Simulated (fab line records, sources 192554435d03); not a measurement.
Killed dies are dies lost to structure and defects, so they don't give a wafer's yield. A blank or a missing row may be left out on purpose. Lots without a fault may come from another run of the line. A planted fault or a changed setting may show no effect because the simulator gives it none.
Split-lot experiment | flow n5_finfet | 7 lots, 39 wafers read, on a route of 1938 steps

THE SPLIT
At N5_BEOL_M5_ILD_DEP_00 (deposits SiCOH lowk from DEMS/porogen, target thk 140.64 nm, time 25.9 s), the setting target_thk_a was moved away from the recipe's 1406.4 angstrom on 12 of the 39 wafers read, by -50.1% to +47.3%. The other wafers ran this setting at the recipe's value.

FROM THE SPLIT TO THE READING: what the file shows between them, 1 step
- N5_BEOL_M5_CURE_79: cures SiCOH lowk, time 240 s

THE READING
M5_ILD_THK, in nm, at N5_BEOL_M5_THK_MEAS_01. Fault-free wafers of this fab line usually give 121.0 nm, standard deviation 1.4 nm.

wafer  | tool, chamber at the split | target_thk_a as run, angstrom | against the recipe | M5_ILD_THK, nm | against lot-mates on the recipe
L074.1 | pecvd-02, 2                | 1406.4                        | recipe             | 120.0          | -
L074.2 | pecvd-02, 1                | 1406.4                        | recipe             | 121.2          | -
L074.3 | pecvd-02, 0                | 1406.4                        | recipe             | 120.4          | -
L074.4 | pecvd-02, 0,1              | 1406.4                        | recipe             | 122.6          | -
L074.5 | pecvd-02, 0,1              | 1406.4                        | recipe             | 122.6          | -
L074.6 | pecvd-02, 2                | 1406.4                        | recipe             | 122.5          | -
L076.1 | pecvd-01, 0                | 2071                          | +47.3%             | 178.2          | +57.9
L076.2 | pecvd-01, 1                | 2071                          | +47.3%             | 177.3          | +57.0
L076.3 | pecvd-01, 2                | 1406.4                        | recipe             | 119.5          | -
L076.4 | pecvd-01, 1                | 1406.4                        | recipe             | 119.9          | -
L076.5 | pecvd-01, 0                | 2071                          | +47.3%             | 178.4          | +58.1
L076.6 | pecvd-01, 2                | 1406.4                        | recipe             | 121.4          | -
L078.1 | pecvd-01, 2                | 1406.4                        | recipe             | 118.3          | -
L078.2 | pecvd-01, 1                | 1406.4                        | recipe             | 119.7          | -
L078.3 | pecvd-01, 0                | 1636                          | +16.3%             | 140.3          | +20.5
L078.4 | pecvd-01, 2                | 1406.4                        | recipe             | 121.3          | -
L078.5 | pecvd-01, 0                | 1636                          | +16.3%             | 142.9          | +23.1
L078.6 | pecvd-01, 1                | 1636                          | +16.3%             | 142.6          | +22.8
L079.1 | pecvd-02, 2                | 1406.4                        | recipe             | 121.0          | -
L079.2 | pecvd-02, 1                | 1780                          | +26.6%             | 152.3          | +30.4
L079.3 | pecvd-02, 0                | 1780                          | +26.6%             | 153.2          | +31.3
L079.4 | pecvd-02, 1                | 1406.4                        | recipe             | 122.4          | -
L079.5 | pecvd-02, 2                | 1406.4                        | recipe             | 122.4          | -
L079.6 | pecvd-02, 0                | 1780                          | +26.6%             | 154.3          | +32.4
L091.1 | pecvd-02, 1                | 701.2                         | -50.1%             | 56.8           | -62.3
L091.2 | pecvd-02, 0                | 1406.4                        | recipe             | 118.5          | -
L091.3 | pecvd-02, 2                | 1406.4                        | recipe             | 118.2          | -
L091.4 | pecvd-02, 0                | 1406.4                        | recipe             | 120.5          | -
L091.5 | pecvd-02, 2                | 701.2                         | -50.1%             | 57.3           | -61.8
L091.6 | pecvd-02, 1                | 701.2                         | -50.1%             | 57.0           | -62.1
L094.1 | pecvd-01, 2                | 1406.4                        | recipe             | 119.6          | -
L094.2 | pecvd-01, 1                | 1406.4                        | recipe             | 120.1          | -
L094.3 | pecvd-01, 0                | 1406.4                        | recipe             | 119.1          | -
L094.4 | pecvd-01, 0                | 1406.4                        | recipe             | 122.5          | -
L094.5 | pecvd-01, 2,1              | 1406.4                        | recipe             | 121.5          | -
L094.6 | pecvd-01, 2,1              | 1406.4                        | recipe             | 121.7          | -
L097.2 | pecvd-01, 1                | 1406.4                        | recipe             | 119.5          | -
L097.3 | pecvd-01, 0                | 1406.4                        | recipe             | 119.8          | -
L097.5 | pecvd-01, 1                | 1406.4                        | recipe             | 122.4          | -
Where a row lists several chambers, the file gives one row for several wafers and doesn't say which wafer went through which chamber.

THE FIT
A straight line over all 39 wafers: M5_ILD_THK changes by +1.24 nm for each +1% of target_thk_a; r = +1.00; the points scatter about the line by 1.4 nm.
The same after taking each lot's own level away (the mean of its wafers on the recipe; 39 wafers): +1.23 nm for each +1%; r = +1.00; scatter 1.3 nm.
On that fit, the largest move of target_thk_a shifts the reading by 62 nm.
The lots' own levels span 119.07 to 121.93 nm, that is 2.0 times the standard deviation above.
So the lot-to-lot level changes the slope little: the two slopes agree.
Check: with one of the wafers moved furthest among these (-50.1%) left out of the fit, the line predicts -61.5 nm for it against its lot-mates. It came out at -62.3 nm against them.

OTHER SPLITS ON THESE WAFERS
These wafers also went through other splits before the reading. Each is held against what the fit with the lots' levels taken away leaves over:
other split on the same wafers                 | wafers away from the commonest value | r with M5_ILD_THK (lot level and that fit taken away)
N5_PMOS_HMC_CHANNEL_EPI_HM_DEP_34 target_thk_a | 12                                   | +0.07
N5_FIN_CUT_CUT_ETCH_26 target_depth_a          | 15                                   | -0.13
N5_SDB_ALD_29 ald_cycles                       | 12                                   | +0.14
N5_MOL_CONTACT_COAG_ETCH_91 target_depth_a     | 15                                   | -0.11
N5_MOL_CONTACT_COAG_ALD_133 ald_cycles         | 18                                   | +0.25
N5_BEOL_M2_ETCHBACK_99 target_depth_a          | 12                                   | -0.08
N5_BEOL_M3_ALD_84 ald_cycles                   | 15                                   | +0.05

THE WHOLE CHAIN: every reading that the file lists as answering this split, in the file's order
step                   | what it does                                                             | reading                                                                                  | change (the file's fit)              | r (the file's)
N5_BEOL_M5_ILD_DEP_00  | deposits SiCOH lowk from DEMS/porogen, target thk 140.64 nm, time 25.9 s | SiCOH_lowk_of_BEOL_M5_ILD_DEP_00.thk_nm (the simulator's own value, which no gauge read) | +1.42 nm for each +1% of the setting | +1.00
N5_BEOL_M5_CURE_79     | cures SiCOH lowk, time 240 s                                             | SiCOH_lowk_of_BEOL_M5_ILD_DEP_00.thk_nm (the simulator's own value, which no gauge read) | +1.23 nm for each +1% of the setting | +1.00
N5_BEOL_M5_THK_MEAS_01 |                                                                          | M5_ILD_THK                                                                               | +1.23 for each +1% of the setting    | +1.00

THE FILE'S OWN FIT
M5_ILD_THK changes by +1.23 nm for each +1% of target_thk_a, r = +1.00.
